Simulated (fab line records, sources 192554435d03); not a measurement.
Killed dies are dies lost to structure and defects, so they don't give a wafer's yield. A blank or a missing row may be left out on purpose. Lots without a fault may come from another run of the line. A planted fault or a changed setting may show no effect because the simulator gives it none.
Problem report in the 8D (eight disciplines) form, filled by code | flow n5_finfet | the parts of the form that need people (team, actions taken, sign-off) are left out

1. THE PROBLEM
cd_nm at N5_BEOL_M0_SAQP_CD_MEAS_40 reads a mean of 16.01 nm on 2 wafers of 1 lot; wafers without a fault read 29.98 nm with a standard deviation of 0.26. That is -54 standard deviations from the usual mean.
The step: target cd 30 nm.
First seen on wafer L715.1, day 9 15:22, on cd_sem-01. The record holds 29 wafers of 10 lots with a number at this step. Rule for "out", or "out of limits": more than 4 standard deviations from the usual mean. The other wafers with a number count as sound.

2. WHAT IT IS AND WHAT IT IS NOT
question                    | is               | is not
which readings at this step | cd_nm            | -
which lots                  | L715             | L700, L702, L703, L707, L708, L709, L712, L713, L723
which wafers of those lots  | L715.1, L715.5   | L715.2
read on which gauges        | cd_sem-01        | cd_sem-02, cd_sem-03
when                        | from day 9 15:22 | up to then (24 sound wafers); but 3 sound wafers of L723 came after

3. SUSPECTS, AND WHAT RULES EACH OUT
Counting: a tool at a process step up to the reading stays a suspect if it ran every lot that is out. Sound lots after the first of them don't rule it out here, since some wafers of a struck lot are sound.
- the gauge at N5_BEOL_M0_SAQP_CD_MEAS_40: ruled out. All the wafers that are out were read on cd_sem-01, but those of them that N5_PASSIVATION_PROBE_49 has rows for are out there too, on other tools.
- rie_diel-06 at N5_BEOL_M0_SAQP_ETCH_107 (etches SiNx in CH3F/O2, target depth 30 nm): kept. It ran the lot that is out, L715 (day 9 13:41); its last sound lot up to then is L709 (day 8 00:11).
- ald_sin-01 at N5_BEOL_M0_SAQP_SPACER2_ALD_26 (deposits SiO2, target thk 15 nm, pulse time 1 s, purge time 2 s): kept. It ran the lot that is out, L715 (day 9 14:11); its last sound lot up to then is L709 (day 8 00:28).
- euv_scanner-01 at N5_BEOL_M0_SAQP_EXPOSE_37 (exposes mask M0 CUT1, target cd 30 nm): kept. It ran the lot that is out, L715 (day 9 15:14); its last sound lot up to then is L713 (day 8 23:50).
- Within ald_sin-01 at N5_BEOL_M0_SAQP_SPACER2_ALD_26: the wafers that are out ran in chambers 0, 1; their sound lot-mates ran in chamber 3.
Left after counting: rie_diel-06 at N5_BEOL_M0_SAQP_ETCH_107, ald_sin-01 at N5_BEOL_M0_SAQP_SPACER2_ALD_26, euv_scanner-01 at N5_BEOL_M0_SAQP_EXPOSE_37.

4. THE CAUSE (what the simulator had put in)
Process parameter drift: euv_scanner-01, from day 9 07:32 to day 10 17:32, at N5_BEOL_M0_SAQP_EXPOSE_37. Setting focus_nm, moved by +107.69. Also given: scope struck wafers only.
Counting left 3 suspects, and this tool is among them.

5. THE CHAIN OF EFFECTS, in route order
Each row: a reading whose mean over the struck wafers that have a number lies more than 3 standard deviations from the usual. Only readings for which the record gives a usual standard deviation are gone through. hours: the time from each lot's start at the first step in this table that gives one to its start at this step, as a median over the lots. sigmas: the change in usual standard deviations.
hours | step                       | reading              | usual    | on struck wafers | change | sigmas
0     | N5_BEOL_M0_SAQP_CD_MEAS_40 | cd_nm                | 29.98 nm | 16.01            | -13.97 | -54
243   | N5_PASSIVATION_PROBE_49    | defect_limited_yield | 91.1 %   | 0.0              | -91.1  | -65
243   | N5_PASSIVATION_PROBE_49    | killed_at_M0_to_M3   | 34       | 1094             | +1060  | +99 or more
243   | N5_PASSIVATION_PROBE_49    | killed_dies          | 105      | 1180             | +1075  | +63
243   | N5_PASSIVATION_PROBE_49    | killed_on_rim        | 14       | 152              | +138   | +32
243   | N5_PASSIVATION_PROBE_49    | sort_bin_5_function  | 5.2 %    | 25.3             | +20.1  | +21
243   | N5_PASSIVATION_PROBE_49    | sort_n_pass          | 1075     | 0                | -1075  | -63
243   | N5_PASSIVATION_PROBE_49    | sort_yield_pct       | 91.1 %   | 0.0              | -91.1  | -65
The process steps in it:
- N5_PASSIVATION_PROBE_49
Later measuring or inspecting steps at which every struck wafer that the step has a row for has a number for every such reading, and none has moved that far: N5_BEOL_M0_SAQP_INSPECT_42.

6. WHAT WOULD HAVE CAUGHT IT SOONER
In this record the first reading out of limits at a measuring or inspecting step was taken at day 9 15:22, 8 hours after the fault began at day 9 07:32.
All the lots that are out (1) had begun N5_BEOL_M0_SAQP_EXPOSE_37 on euv_scanner-01 by day 9 15:22. A hold on the tool at that time would have spared none of them.
